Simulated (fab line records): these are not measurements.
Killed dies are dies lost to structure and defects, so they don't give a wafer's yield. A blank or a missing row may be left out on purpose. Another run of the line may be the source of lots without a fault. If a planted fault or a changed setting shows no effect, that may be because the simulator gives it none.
Which tool did it? ; flow n5Finfet ; 26 wafers from 10 lots sampled at 5 of the route's 1938 steps

WHAT EACH GAUGE READ, for each wafer
N5_BEOL_M4_RC_MEAS_101.
lot;measured;on;DIBL_N (mV/V)
L589;day 8 13:13;prober-02;40.9 39.4
L592;day 9 03:45;prober-01;38.2 40.7
L593;day 9 06:20;prober-01;35.2 38.6 39.4
L594;day 9 13:22;prober-02;36.1 36.6 36.8
L598;day 11 02:04;prober-01;32.4 36.7
L605;day 12 15:34;prober-01;34.4 37.2 38.1
L609;day 13 14:06;prober-02;37.3 33.3 37.4
L610;day 13 14:38;prober-01;34.0 39.7

TOOL THAT RAN EACH LOT (tool first, then ch and the chambers of the sampled wafers, then the start)
lot;N5_DUMMY_GATE_CMP_04;N5_DUMMY_GATE_HM_OPEN_21;N5_DUMMY_GATE_ETCH_42;N5_SPACER0_ALD_08
L589;cmp-01 ch 0,3, day 3 05:44;rieDiel-04 ch 0,2, day 3 11:07;rieDiel-04 ch 2, day 3 11:31;aldSin-04 ch 1,2, day 3 12:12
L592;cmp-04 ch 0, day 4 00:20;rieDiel-04 ch 1,2, day 4 05:29;rieDiel-01 ch 0,1, day 4 05:53;aldSin-01 ch 2,3, day 4 07:04
L593;cmp-04 ch 0,1,3, day 4 04:38;rieDiel-02 ch 0,1,2, day 4 09:59;rieDiel-02 ch 0,2, day 4 10:24;aldSin-01 ch 2,3, day 4 11:05
L594;cmp-01 ch 0,1,2, day 4 10:23;rieDiel-04 ch 2,3, day 4 15:34;rieDiel-02 ch 1,2, day 4 15:59;aldSin-04 ch 0,1, day 4 16:54
L598;cmp-03 ch 3, day 5 16:30;rieDiel-01 ch 2,3, day 5 21:39;rieDiel-01 ch 3, day 5 22:04;aldSin-03 ch 1,3, day 5 23:13
L603;cmp-03 ch 2,3, day 6 20:38;rieDiel-02 ch 0,1,3, day 7 01:56;rieDiel-01 ch 0,1,2, day 7 02:20;-
L604;cmp-04 ch 0,2,3, day 7 00:52;rieDiel-04 ch 0,1,3, day 7 06:25;rieDiel-01 ch 1,2, day 7 06:49;-
L605;cmp-01 ch 0,1,2, day 7 06:29;rieDiel-02 ch 1,3, day 7 12:13;rieDiel-01 ch 1,2,3, day 7 12:38;aldSin-04 ch 1,2, day 7 13:31
L609;cmp-03 ch 1,2, day 8 05:55;rieDiel-02 ch 1,3, day 8 11:06;rieDiel-04 ch 1,2,3, day 8 11:31;aldSin-03 ch 1,2, day 8 12:12
L610;cmp-01 ch 2,3, day 8 12:29;rieDiel-02 ch 1,2, day 8 17:53;rieDiel-02 ch 1,3, day 8 18:17;aldSin-03 ch 0,3, day 8 18:56
- N5_DUMMY_GATE_CMP_04: polishes a-Si.
- N5_DUMMY_GATE_HM_OPEN_21: chemistry CH3F/O2, target SiNx, target depth 120 nm, time 171.4 s.
- N5_DUMMY_GATE_ETCH_42: etches SiO2 in CHF3/O2, target depth 3.5 nm, time 31 s.
- N5_SPACER0_ALD_08: deposits SiNx, target thk 2 nm.

THE ANSWER, worked out from the rows above alone
Rule: the lots themselves supply what counts as usual. The widest of any qualifying gaps counts: lots, ordered by their means at a reading, are off when they make up no more than a third of the lots, leave a main group of 4 or more, and stand apart from it by 3 or more times the standard deviation of that group's means. A main group whose means are all the same, to the digits that the tables above print for the reading, isn't used. Also off: a lot with no number at a reading for which 4 or more lots have one. Where the step has rows for the other lots, those lots are counted as sound.
No lot is off at any reading shown: from this, nothing can be told.

WHAT THE SIMULATOR PUT IN
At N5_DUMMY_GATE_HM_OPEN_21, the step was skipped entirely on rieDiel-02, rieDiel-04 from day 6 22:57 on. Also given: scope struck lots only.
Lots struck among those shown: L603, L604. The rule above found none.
